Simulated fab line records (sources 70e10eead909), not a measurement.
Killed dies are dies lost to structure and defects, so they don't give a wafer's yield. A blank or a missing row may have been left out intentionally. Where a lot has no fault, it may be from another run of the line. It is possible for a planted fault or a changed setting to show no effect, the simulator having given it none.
The tool behind it: which one? | flow nand harc | 13 lots, 39 wafers sampled, at 6 steps of a route of 1302

## WHAT THE GAUGES READ, wafer by wafer
NHARC_A_START_INSPECT_01.
lot  | measured     | on                | raw defect count
L547 | day 6 17:41  | defect inspect-02 | 0 2 1
L548 | day 7 01:19  | defect inspect-01 | 4 4 1
L549 | day 7 18:08  | defect inspect-01 | 3 4 3
L550 | day 7 22:29  | defect inspect-01 | 3 1 1
L551 | day 8 14:54  | defect inspect-01 | 4 2 1
L553 | day 9 00:52  | defect inspect-02 | 1 7 4
L556 | day 10 16:50 | defect inspect-02 | 3 4 4
L557 | day 10 21:01 | defect inspect-01 | 0 5 3
L558 | day 11 03:55 | defect inspect-01 | 5 3 4
L564 | day 13 16:49 | defect inspect-01 | 4 4 7
L565 | day 14 01:43 | defect inspect-01 | 4 2 3
L569 | day 16 00:03 | defect inspect-01 | 4 1 1
L570 | day 16 03:54 | defect inspect-01 | 4 5 2

NHARC_A_ONON_D1_THK_MEAS_18: measures by ellipsometry.
lot  | measured     | on            | thk nm (nm)
L547 | day 8 03:13  | film metro-01 | 1008 1010 1008
L548 | day 8 14:55  | film metro-01 | 1002 1003 1002
L549 | day 9 07:09  | film metro-02 | 992 993 993
L550 | day 9 07:10  | film metro-01 | 1000 999 1001
L551 | day 9 23:31  | film metro-01 | 993 992 992
L553 | day 10 10:19 | film metro-02 | 1001 1001 1002
L556 | day 12 07:26 | film metro-01 | 1004 1002 1003
L557 | day 12 07:29 | film metro-02 | 999 1000 1002
L558 | day 12 15:08 | film metro-01 | 1025 1025 1026
L564 | day 15 01:59 | film metro-01 | 991 1529 992
L565 | day 15 13:32 | film metro-01 | 1000 1535 997
L569 | day 17 10:02 | film metro-02 | 986 985 986
L570 | day 17 16:40 | film metro-02 | 995 995 994

NHARC_END_SORT_01.
lot  | measured     | on        | killed at array | killed at other | killed at periphery | killed dies | killed open | killed short
L564 | day 30 18:21 | prober-01 | 41 672 44       | 0 1 2           | 3 4 4               | 44 677 50   | 2 4 1       | 2 2 3
L565 | day 31 20:32 | prober-02 | 66 672 69       | 1 2 0           | 6 3 1               | 73 677 70   | 6 2 6       | 2 4 4

## WHICH TOOL RAN EACH LOT (tool, then ch and the chambers of the sampled wafers, then the start)
lot  | NHARC_P_BONDPAD_ETCH_24                       | NHARC_P_BONDPAD_DEGAS_25     | NHARC_A_ONON_D1_DEP_16
L547 | rie diel-11 ch 1,2,3, day 6 15:30 or earlier  | pvd sputter-03, day 6 15:30  | pecvd onon-04 ch 0, day 8 02:53
L548 | rie diel-12 ch 0,1,2, day 6 23:01 or earlier  | pvd sputter-03, day 6 23:01  | pecvd onon-04 ch 0, day 8 14:31
L549 | rie diel-04 ch 0,2, day 7 15:58 or earlier    | pvd sputter-02, day 7 15:58  | pecvd onon-04 ch 0, day 9 06:39
L550 | rie diel-11 ch 1,2, day 7 20:08 or earlier    | pvd sputter-01, day 7 20:08  | pecvd onon-03 ch 0, day 9 06:46
L551 | rie diel-12 ch 1,3, day 8 12:50 or earlier    | pvd sputter-02, day 8 12:50  | pecvd onon-04 ch 0, day 9 23:07
L553 | rie diel-11 ch 1,2,3, day 8 22:47 or earlier  | pvd sputter-01, day 8 22:47  | pecvd onon-04 ch 0, day 10 09:48
L556 | rie diel-12 ch 1,3, day 10 14:44 or earlier   | pvd sputter-02, day 10 14:44 | pecvd onon-04 ch 0, day 12 07:02
L557 | rie diel-11 ch 2,3, day 10 18:55 or earlier   | pvd sputter-03, day 10 18:55 | pecvd onon-03 ch 0, day 12 07:02
L558 | rie diel-11 ch 2,3, day 11 01:50 or earlier   | pvd sputter-01, day 11 01:50 | pecvd onon-04 ch 0, day 12 14:41
L564 | rie diel-11 ch 0,2,3, day 13 14:45 or earlier | pvd sputter-03, day 13 14:45 | pecvd onon-04 ch 0, day 15 01:29
L565 | rie diel-12 ch 2,3, day 13 23:38 or earlier   | pvd sputter-02, day 13 23:38 | pecvd onon-04 ch 0, day 15 13:02
L569 | rie diel-12 ch 0,1,3, day 15 22:00 or earlier | pvd sputter-02, day 15 22:00 | pecvd onon-01 ch 0, day 17 09:35
L570 | rie diel-12 ch 0,1, day 16 01:50 or earlier   | pvd sputter-02, day 16 01:50 | pecvd onon-03 ch 0, day 17 16:13
- NHARC_P_BONDPAD_ETCH_24: etches the open film in CF4/N2, target depth 30 nm, time 72.99 s.
- NHARC_P_BONDPAD_DEGAS_25: time 60 s.
- NHARC_A_ONON_D1_DEP_16: target thk 1000 nm.

## AS READ BY THE TOOLS THEMSELVES (means over the sampled wafers that have a number; for cases with no such wafer, the mark the record gives instead)
NHARC_P_BONDPAD_ETCH_24.
lot  | tool        | bias w (W) | drypump motor current A (A) | oes product au (a.u.) | rf vpp V (V) | showerhead plenum p Torr (Torr) | throttle valve pct (%)
L547 | rie diel-11 | 99.9       | 5.9                         | 0.996                 | 316.4        | 2.73                            | 19.801
L548 | rie diel-12 | 100.0      | 5.5                         | 1.000                 | 315.2        | 2.65                            | 19.796
L549 | rie diel-04 | 100.1      | 5.8                         | 1.004                 | 314.1        | 2.58                            | 19.798
L550 | rie diel-11 | 99.9       | 5.9                         | 1.003                 | 315.5        | 2.75                            | 19.795
L551 | rie diel-12 | 100.2      | 5.2                         | 1.012                 | 315.4        | 2.67                            | 19.800
L553 | rie diel-11 | 99.9       | 5.9                         | 1.009                 | 314.8        | 2.73                            | 19.796
L556 | rie diel-12 | 99.7       | 5.2                         | 1.005                 | 315.0        | 2.67                            | 19.790
L557 | rie diel-11 | 99.9       | 5.8                         | 1.009                 | 315.6        | 2.70                            | 19.801
L558 | rie diel-11 | 99.9       | 5.9                         | 1.010                 | 316.1        | 2.75                            | 19.800
L564 | rie diel-11 | 100.0      | 6.2                         | 0.999                 | 315.7        | 2.73                            | 19.797
L565 | rie diel-12 | 100.0      | 6.0                         | 1.004                 | 312.1        | 2.54                            | 19.793
L569 | rie diel-12 | 100.2      | 5.3                         | 0.999                 | 313.9        | 2.65                            | 19.793
L570 | rie diel-12 | 100.1      | 5.2                         | 1.000                 | 314.6        | 2.68                            | 19.787

NHARC_P_BONDPAD_DEGAS_25.
lot  | tool           | heater power w (W)
L547 | pvd sputter-03 | 432
L548 | pvd sputter-03 | 449
L549 | pvd sputter-02 | 486
L550 | pvd sputter-01 | 440
L551 | pvd sputter-02 | 475
L553 | pvd sputter-01 | 435
L556 | pvd sputter-02 | 479
L557 | pvd sputter-03 | 481
L558 | pvd sputter-01 | 461
L564 | pvd sputter-03 | 481
L565 | pvd sputter-02 | 494
L569 | pvd sputter-02 | 470
L570 | pvd sputter-02 | 463

## THE ANSWER, worked out from the rows above alone
Rule: usual is defined by the lots themselves. The widest of any qualifying gaps counts: lots, ordered by their means at a reading, are off when they make up no more than a third of the lots, leave a main group of 4 or more, and stand apart from it by 3 or more times the standard deviation of that group's means. If all means in a main group match to the digits the tables above print for the reading, that group is not used. A lot without any number at a reading at which 4 lots or more have one is off too. Any other lot the step has rows for is counted as sound. The gauges are gone through in route order, then the tools' own readings, and for those a lot's mean is taken as printed above. At the first step where some lot is off, the reading lying furthest off is the one used; lots without a number count as furthest.
Off: L564, L565, at NHARC_A_ONON_D1_THK_MEAS_18 (thk nm). The main group has a mean of 1001 nm with a standard deviation of 9.9.
If a tool, at a process step before that reading, ran all the lots that are off and no sound lot after the first of them, it fits. Those tools and the gauges at NHARC_A_ONON_D1_THK_MEAS_18 are tried in the same way. Because NHARC_P_BONDPAD_ETCH_24 lacks a start for some lots, the hours and order of its lots are taken from NHARC_P_BONDPAD_DEGAS_25. Undecided on this evidence; 2 tools fit (pecvd onon-04 at NHARC_A_ONON_D1_DEP_16, film metro-01 at NHARC_A_ONON_D1_THK_MEAS_18).

## WHAT THE SIMULATOR PUT IN
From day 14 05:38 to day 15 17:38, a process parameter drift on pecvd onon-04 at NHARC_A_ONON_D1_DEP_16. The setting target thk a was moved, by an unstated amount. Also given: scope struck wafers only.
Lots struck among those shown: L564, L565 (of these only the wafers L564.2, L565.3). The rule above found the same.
